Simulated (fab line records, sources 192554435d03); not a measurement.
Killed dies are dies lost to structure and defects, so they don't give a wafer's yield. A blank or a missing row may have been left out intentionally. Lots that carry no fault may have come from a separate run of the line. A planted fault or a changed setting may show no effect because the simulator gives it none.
A struck lot beside a sound one	flow n5 finfet	37 steps out of a route of 1938
Sound: the wafers L445.3, L445.4, L445.5. Wafers struck: L439.3, L439.5. At the end, the cause is stated.
Per side, at each step with rows, come the tool, then ch with its chambers, and then its first start. Under that, the readings that differ: sound wafers	struck wafers	difference of the means	sigmas: that difference in standard deviations of wafers without a fault.
alike: a reading whose means differ by less than 2 such deviations, as well as words and numbers matching on both sides. not compared: withheld readings; readings where some wafer has no value; bounds like >300 that might hide an equal value; numbers whose values overlap and for which the record gives no deviation.
Wherever a step has rows on one side only, a row that says differs or no value, or a row with sigmas, the two part there. Numbers that have no deviation but don't overlap get no sigmas and don't part them. Lack of a reading on every wafer of one side parts them only where that side has two or more wafers.

first, 9 steps without rows for these wafers: N5_BEOL_M13_PRE_CLEAN_42 (time 30 s); N5_BEOL_M13_SPUTTER_43 (material TaN, target thk 15 nm, time 24.19 s); N5_BEOL_M13_SPUTTER_44 (material Ta, target thk 10 nm, time 16.13 s); N5_BEOL_M13_SPUTTER_45 (material Cu, target thk 80 nm, time 13.33 s); N5_BEOL_M13_ECD_47 (material Cu, target thk 936 nm); N5_BEOL_M13_ANNEAL_48 (time 90 s); N5_BEOL_M13_CMP_49 (polishes, stops on SiOC, t overpolish 17.1 s, target thk 420 nm); N5_BEOL_M13_PRE_CLEAN_52 (time 15 s); N5_BEOL_M13_DEP_53 (deposits SiCN from 3MS/NH3, target thk 50 nm, time 17.8 s).
N5_BEOL_M14_ILD_DEP_00: deposits SiO2 from TEOS/O2, target thk 1119.3 nm, time 237.4 s.
  sound on pecvd-04 ch 0,1,2, day 20 08:54; struck on pecvd-02 ch 0,1, day 19 04:28
reading	sound	struck	difference	sigmas
run length s (s)	280.9 280.3 280.7	268.1 269.1	-12.0	-21
model.SiO2_of_BEOL_M14_ILD_DEP_00.thk nm (nm)	1108 1133 1125	1061 1071	-56	
  alike: chamber pressure Torr, heater power w, showerhead plenum p Torr, throttle valve pct
  not compared: since wet clean h
N5_BEOL_M14_THK_MEAS_01:
  sound on film metro-02 at day 20 09:07; struck on film metro-01 at day 19 04:40
reading	sound	struck	difference	sigmas
M14_ILD_THK (nm)	1108 1134 1125	1062 1072	-55	-3
then, 10 steps without rows for these wafers: N5_BEOL_M14_COAT_58 (time 60 s, resist thk 89 nm); N5_BEOL_M14_COAT_04 (resist thk 800 nm); N5_BEOL_M14_EBR_06; N5_BEOL_M14_SOFTBAKE_05 (time 60 s); N5_BEOL_M14_EXPOSE_07 (exposes mask V13); N5_BEOL_M14_PEB_08 (peb time 90 s); N5_BEOL_M14_DEVELOP_09 (develop time 45 s); N5_BEOL_M14_HARDBAKE_14 (time 120 s); N5_BEOL_M14_DESCUM_15 (chemistry O2, time 7.9 s); N5_BEOL_M14_ETCH_59 (etches BARC in N2/H2, target depth 89 nm, overetch 26.7 nm, time 67.9 s).
N5_BEOL_M14_VIA_ETCH_16: etches SiO2 in C4F8/O2/Ar, target depth 1231.3 nm.
  sound on rie diel-03 ch 2,3, day 20 10:20; struck on rie diel-01 ch 1,3, day 19 05:14
reading	sound	struck	difference	sigmas
model.etch.depth nm (nm)	1108 1133 1125	1061 1071	-56	
model.coat_of_BEOL_M14_COAT_04.thk nm (nm)	470.8 450.2 466.2	477.2 471.2	+11.8	
  alike: drypump motor current A, oes_f_703_au, oes product au, rf vpp V, showerhead plenum p Torr, throttle valve pct
then, 13 steps without rows for these wafers: N5_BEOL_M14_STRIP_63 (strips in O2); N5_BEOL_M14_STRIP_64 (strips in O2); N5_BEOL_M14_STRIP_71 (strips in post etch residue remover, time 60 s); N5_BEOL_M14_SRD_72 (time 30 s, dry time 30 s); N5_BEOL_M14_COAT_65 (time 60 s, resist thk 450 nm); N5_BEOL_M14_COAT_66 (time 60 s, resist thk 110 nm); N5_BEOL_M14_COAT_22 (resist thk 300 nm); N5_BEOL_M14_EBR_24; N5_BEOL_M14_SOFTBAKE_23 (time 60 s); N5_BEOL_M14_EXPOSE_25 (exposes mask M14, target cd 280 nm); N5_BEOL_M14_PEB_26 (peb time 90 s); N5_BEOL_M14_DEVELOP_27 (develop time 45 s); N5_BEOL_M14_HARDBAKE_32 (time 120 s).
N5_BEOL_M14_CMP_49: polishes, stops on SiO2, t overpolish 5.2 s, target thk 560 nm.
  sound on cmp-04 ch 0,2, day 20 14:28; struck on cmp-04 ch 1,3, day 19 14:40
reading	sound	struck	difference	sigmas
model.SiO2_of_BEOL_M14_ILD_DEP_00.thk nm (nm)	1032 1051 1049	981.4 991.6	-57.5	
  alike: motor current A, slurry flow ml min
following that, these wafers have no rows for 1 step: N5_PASSIVATION_PROBE_49.

== WHERE THEY PART ==
First at N5_BEOL_M14_ILD_DEP_00; last, within this record, at N5_BEOL_M14_THK_MEAS_01. Later steps at which nothing parts them and some readings are alike: N5_BEOL_M14_VIA_ETCH_16, N5_BEOL_M14_CMP_49.

WHY: what had been put in by the simulator
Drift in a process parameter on pecvd-02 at N5_BEOL_M14_ILD_DEP_00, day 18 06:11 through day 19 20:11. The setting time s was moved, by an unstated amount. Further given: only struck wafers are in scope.
